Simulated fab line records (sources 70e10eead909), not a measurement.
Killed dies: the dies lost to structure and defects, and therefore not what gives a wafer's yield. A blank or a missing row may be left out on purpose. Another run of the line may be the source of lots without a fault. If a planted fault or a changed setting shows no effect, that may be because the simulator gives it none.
Which tool is to blame? :: flow nandHarc :: 11 lots, 33 wafers sampled, at 4 steps of a route of 1302

== WHAT THE GAUGES READ, wafer by wafer ==
NHARC_P_GATE_CD_MEAS_26: target cd 120 nm.
lot: L179
measured: day 4 23:43
on: cdSem-01
cdNm (nm): 118.9 119.5 119.4

lot: L182
measured: day 6 06:35
on: cdSem-03
cdNm (nm): 120.3 119.3 119.9

lot: L185
measured: day 7 20:13
on: cdSem-03
cdNm (nm): 120.0 120.1 120.2

lot: L186
measured: day 7 20:46
on: cdSem-02
cdNm (nm): 121.3 120.9 120.7

lot: L187
measured: day 8 15:47
on: cdSem-01
cdNm (nm): 119.4 118.6 118.1

lot: L188
measured: day 8 23:21
on: cdSem-03
cdNm (nm): 119.8 119.8 119.0

lot: L192
measured: day 10 08:22
on: cdSem-01
cdNm (nm): 116.7 117.3 117.4

lot: L194
measured: day 11 10:18
on: cdSem-03
cdNm (nm): 120.4 120.7 120.2

lot: L200
measured: day 13 14:49
on: cdSem-01
cdNm (nm): 119.7 120.3 119.9

lot: L201
measured: day 14 08:08
on: cdSem-02
cdNm (nm): 120.8 121.1 121.5

lot: L202
measured: day 14 10:44
on: cdSem-02
cdNm (nm): 120.7 120.6 121.1

== WHICH TOOL RAN EACH LOT (tool, then ch and the chambers of the sampled wafers, then the start) ==
lot: L179
NHARC_P_ZERO_WELL_RTA_42: rtpAnneal-02 ch 0, day 2 02:46
NHARC_P_STI_ETCH_15: rieSi-01 ch 0,1,2, day 2 22:27
NHARC_P_GATE_EXPOSE_23: arfiScanner-02 ch 0, day 4 23:35

lot: L182
NHARC_P_ZERO_WELL_RTA_42: rtpAnneal-01 ch 0, day 3 09:26
NHARC_P_STI_ETCH_15: rieSi-01 ch 0,1,2, day 4 01:26
NHARC_P_GATE_EXPOSE_23: arfiScanner-02 ch 0, day 6 06:28

lot: L185
NHARC_P_ZERO_WELL_RTA_42: rtpAnneal-01 ch 0, day 4 17:51
NHARC_P_STI_ETCH_15: rieSi-01 ch 1,2, day 5 10:25
NHARC_P_GATE_EXPOSE_23: arfiScanner-01 ch 0, day 7 20:05

lot: L186
NHARC_P_ZERO_WELL_RTA_42: rtpAnneal-01 ch 0, day 5 01:10
NHARC_P_STI_ETCH_15: rieSi-03 ch 1,2,3, day 5 19:02
NHARC_P_GATE_EXPOSE_23: arfiScanner-02 ch 0, day 7 20:38

lot: L187
NHARC_P_ZERO_WELL_RTA_42: rtpAnneal-01 ch 0, day 5 10:47
NHARC_P_STI_ETCH_15: rieSi-03 ch 0,2, day 6 06:37
NHARC_P_GATE_EXPOSE_23: arfiScanner-03 ch 0, day 8 15:39

lot: L188
NHARC_P_ZERO_WELL_RTA_42: rtpAnneal-01 ch 0, day 5 21:00
NHARC_P_STI_ETCH_15: rieSi-03 ch 0,2,3, day 6 14:25
NHARC_P_GATE_EXPOSE_23: arfiScanner-02 ch 0, day 8 23:13

lot: L192
NHARC_P_ZERO_WELL_RTA_42: rtpAnneal-01 ch 0, day 7 13:00
NHARC_P_STI_ETCH_15: rieSi-06 ch 0,2,3, day 8 06:00
NHARC_P_GATE_EXPOSE_23: arfiScanner-02 ch 0, day 10 08:14

lot: L194
NHARC_P_ZERO_WELL_RTA_42: rtpAnneal-02 ch 0, day 8 09:00
NHARC_P_STI_ETCH_15: rieSi-03 ch 0,1, day 9 01:04
NHARC_P_GATE_EXPOSE_23: arfiScanner-02 ch 0, day 11 10:09

lot: L200
NHARC_P_ZERO_WELL_RTA_42: rtpAnneal-01 ch 0, day 10 21:01
NHARC_P_STI_ETCH_15: rieSi-03 ch 0,3, day 11 13:02
NHARC_P_GATE_EXPOSE_23: arfiScanner-01 ch 0, day 13 14:40

lot: L201
NHARC_P_ZERO_WELL_RTA_42: rtpAnneal-02 ch 0, day 11 07:12
NHARC_P_STI_ETCH_15: rieSi-06 ch 0,1, day 12 00:44
NHARC_P_GATE_EXPOSE_23: arfiScanner-02 ch 0, day 14 07:59

lot: L202
NHARC_P_ZERO_WELL_RTA_42: rtpAnneal-01 ch 0, day 11 17:05
NHARC_P_STI_ETCH_15: rieSi-03 ch 1,2, day 12 09:36
NHARC_P_GATE_EXPOSE_23: arfiScanner-01 ch 0, day 14 10:36
- NHARC_P_ZERO_WELL_RTA_42: time 300 s.
- NHARC_P_STI_ETCH_15: etches the open film in HBr/Cl2, target depth 300 nm, time 100.1 s.
- NHARC_P_GATE_EXPOSE_23: exposes mask P GATE, target cd 120 nm.

== THE ANSWER, worked out from the rows above alone ==
Rule: what is usual is taken from the lots themselves. Put in order of their means at a reading, lots are off if they are a third of the lots or fewer, leave a main group of 4 or more, and stand apart from it by a gap of 3 or more times the standard deviation of the main group's means; of several such gaps the widest counts. If all means in a main group match to the digits the tables above print for the reading, that group is not used. A lot without any number at a reading at which 4 lots or more have one is off too. All remaining lots with rows at the step are treated as sound.
Nothing can be told from this: no lot is off at any reading shown.

== WHAT THE SIMULATOR HAD PUT IN ==
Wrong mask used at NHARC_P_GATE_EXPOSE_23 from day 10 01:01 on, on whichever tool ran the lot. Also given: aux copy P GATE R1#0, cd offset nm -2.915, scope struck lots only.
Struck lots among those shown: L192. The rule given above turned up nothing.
